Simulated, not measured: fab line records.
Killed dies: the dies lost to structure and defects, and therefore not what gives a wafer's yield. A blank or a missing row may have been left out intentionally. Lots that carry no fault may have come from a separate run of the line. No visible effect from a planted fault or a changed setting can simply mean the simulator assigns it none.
Chamber matching || flow n5Finfet || N5_BEOL_M0_ALD_136 on aldMetal-01 has 4 sister chambers
The step deposits TaN, pulse time 2 s, purge time 3 s, co reactant purge time 2 s. 8 wafers are shown with their chamber, then 9 later ones without.

WAFERS PAIRED WITH THEIR CHAMBERS
{"wafer": "L080.1", "chamber": 3, "heaterPowerW (W)": 409, "susceptorTempC (C)": 274.66}
{"wafer": "L080.5", "chamber": 2, "heaterPowerW (W)": 432, "susceptorTempC (C)": 274.94}
{"wafer": "L085.2", "chamber": 1, "heaterPowerW (W)": 342, "susceptorTempC (C)": 275.28}
{"wafer": "L085.3", "chamber": 0, "heaterPowerW (W)": 462, "susceptorTempC (C)": 274.93}
{"wafer": "L085.4", "chamber": 3, "heaterPowerW (W)": 418, "susceptorTempC (C)": 274.85}
{"wafer": "L086.2", "chamber": 2, "heaterPowerW (W)": 437, "susceptorTempC (C)": 274.62}
{"wafer": "L086.3", "chamber": 1, "heaterPowerW (W)": 351, "susceptorTempC (C)": 275.02}
{"wafer": "L086.4", "chamber": 0, "heaterPowerW (W)": 466, "susceptorTempC (C)": 275.10}

WAFERS WITHOUT THEIR CHAMBER
{"wafer": "L087.1", "heaterPowerW (W)": 350, "susceptorTempC (C)": 275.26}
{"wafer": "L087.4", "heaterPowerW (W)": 479, "susceptorTempC (C)": 275.04}
{"wafer": "L087.6", "heaterPowerW (W)": 473, "susceptorTempC (C)": 274.78}
{"wafer": "L091.1", "heaterPowerW (W)": 426, "susceptorTempC (C)": 275.04}
{"wafer": "L091.3", "heaterPowerW (W)": 345, "susceptorTempC (C)": 274.90}
{"wafer": "L091.6", "heaterPowerW (W)": 438, "susceptorTempC (C)": 275.47}
{"wafer": "L095.4", "heaterPowerW (W)": 343, "susceptorTempC (C)": 275.34}
{"wafer": "L095.5", "heaterPowerW (W)": 423, "susceptorTempC (C)": 274.99}
{"wafer": "L095.6", "heaterPowerW (W)": 479, "susceptorTempC (C)": 274.99}

CHAMBER TAKEN BY EACH
{"wafer": "L087.1", "from the rows above": 1, "in truth": 1}
{"wafer": "L087.4", "from the rows above": 0, "in truth": 0}
{"wafer": "L087.6", "from the rows above": 0, "in truth": 0}
{"wafer": "L091.1", "from the rows above": "can't be placed: 2 or 3", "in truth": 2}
{"wafer": "L091.3", "from the rows above": 1, "in truth": 1}
{"wafer": "L091.6", "from the rows above": "can't be placed: 2 or 0", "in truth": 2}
{"wafer": "L095.4", "from the rows above": 1, "in truth": 1}
{"wafer": "L095.5", "from the rows above": "can't be placed: 3 or 2", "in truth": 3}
{"wafer": "L095.6", "from the rows above": 0, "in truth": 0}
6 of 9 placed correctly. Unplaceable from these rows: 3, with the true chamber sitting among the candidates in 3. Number placed wrongly: 0.
How it was worked out, from the rows above alone: a wafer's distance from a chamber is the root of the sum, over the readings, of the square of ((its reading less the chamber's mean) divided by the reading's scatter). The wafer belongs to the nearest chamber; if the next one is less than 2 further off, it can't be placed. The mean given for a chamber averages the wafers shown for that chamber. The scatter: the root of (the sum of the squares of (reading less its chamber's mean) over the shown wafers, divided by (wafers less chambers)).
